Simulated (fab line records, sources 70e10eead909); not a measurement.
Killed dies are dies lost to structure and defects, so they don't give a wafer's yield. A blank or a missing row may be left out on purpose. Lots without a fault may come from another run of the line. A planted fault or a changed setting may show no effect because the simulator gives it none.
Tool commonality check | flow nand_harc | 2 lots, 6 wafers sampled

WHY IT WAS OPENED
At NHARC_END_SORT_01 the reading killed_at_array is flagged on 2 of 2 lots. Wafers without a fault read 27, standard deviation 11.
Rule: a lot is flagged when every wafer of it that has a number lies more than 4 standard deviations from that mean, or none has a number. The other lots count as sound.

lot  | measured     | on        | killed_at_array, wafer by wafer | flag
L117 | day 24 14:32 | prober-02 | 674 673 675                     | FLAGGED
L119 | day 25 01:40 | prober-01 | 675 672 671                     | FLAGGED
The numbers of the flagged lots are 673 on average: +646 against the usual, or +59 standard deviations.

WHICH TOOL RAN EACH LOT
The record holds 3 process steps before the reading, out of a route of 1159 steps. In each cell: the tool, then ch and the chambers that the sampled wafers went through, then the start.
lot  | flag    | NHARC_A_CHANNEL_HOLE_D1_ETCH_34               | NHARC_A_CHANNEL_HOLE_D1_ETCH_21  | NHARC_A_CHANNEL_HOLE_D1_ETCH_44
L117 | FLAGGED | rie_diel-09 ch 0,2,3, day 13 07:23 or earlier | har_etch-02 ch 0,1, day 13 07:53 | rie_diel-04 ch 0,2,3, day 13 12:12
L119 | FLAGGED | rie_diel-09 ch 0,1, day 13 09:10 or earlier   | har_etch-02 ch 0,1, day 13 12:04 | rie_diel-04 ch 1,2, day 13 16:23
What these steps do:
- NHARC_A_CHANNEL_HOLE_D1_ETCH_34: etches the open film in CF4/CHF3, target depth 154 nm, time 77 s.
- NHARC_A_CHANNEL_HOLE_D1_ETCH_21: etches the open film in C4F8/O2/Ar, time 514.3 s, target depth 1600 nm.
- NHARC_A_CHANNEL_HOLE_D1_ETCH_44: etches the open film in CF4/O2, target depth 140 nm, overetch 14 nm, time 77 s.
- NHARC_END_SORT_01

FLAGGED OVER TOTAL, TOOL BY TOOL (the gauges that took the reading come last)
step                            | tool        | lots run | flagged | share of the flagged lots | sound lots run after its first flagged lot
NHARC_A_CHANNEL_HOLE_D1_ETCH_34 | rie_diel-09 | 2        | 2       | all                       | 0
NHARC_A_CHANNEL_HOLE_D1_ETCH_21 | har_etch-02 | 2        | 2       | all                       | 0
NHARC_A_CHANNEL_HOLE_D1_ETCH_44 | rie_diel-04 | 2        | 2       | all                       | 0
NHARC_END_SORT_01               | prober-01   | 1        | 1       | some                      | 0
NHARC_END_SORT_01               | prober-02   | 1        | 1       | some                      | 0
NHARC_A_CHANNEL_HOLE_D1_ETCH_34 gives no start for some lots, so the hours and the order of its lots are those of NHARC_A_CHANNEL_HOLE_D1_CD_MEAS_18.

WHAT THE TABLE ALLOWS
3 rows of the table ran every flagged lot: rie_diel-09 at NHARC_A_CHANNEL_HOLE_D1_ETCH_34, har_etch-02 at NHARC_A_CHANNEL_HOLE_D1_ETCH_21, rie_diel-04 at NHARC_A_CHANNEL_HOLE_D1_ETCH_44.
- rie_diel-09 at NHARC_A_CHANNEL_HOLE_D1_ETCH_34: 2 of its 2 lots flagged. It ran no sound lot before its first flagged lot in this sample, so the start can't be narrowed down.
- har_etch-02 at NHARC_A_CHANNEL_HOLE_D1_ETCH_21: 2 of its 2 lots flagged. It ran no sound lot before its first flagged lot in this sample, so the start can't be narrowed down.
- rie_diel-04 at NHARC_A_CHANNEL_HOLE_D1_ETCH_44: 2 of its 2 lots flagged. It ran no sound lot before its first flagged lot in this sample, so the start can't be narrowed down. Its own readings lie more than 4 standard deviations out on every wafer of the flagged lots: run_length_s.
Counting lots can't tell these 3 tools apart, because each fits a fault that began at some hour. More lots, or a look at what each step does to the wafer, might.

WHAT THE SIMULATOR HAD PUT IN
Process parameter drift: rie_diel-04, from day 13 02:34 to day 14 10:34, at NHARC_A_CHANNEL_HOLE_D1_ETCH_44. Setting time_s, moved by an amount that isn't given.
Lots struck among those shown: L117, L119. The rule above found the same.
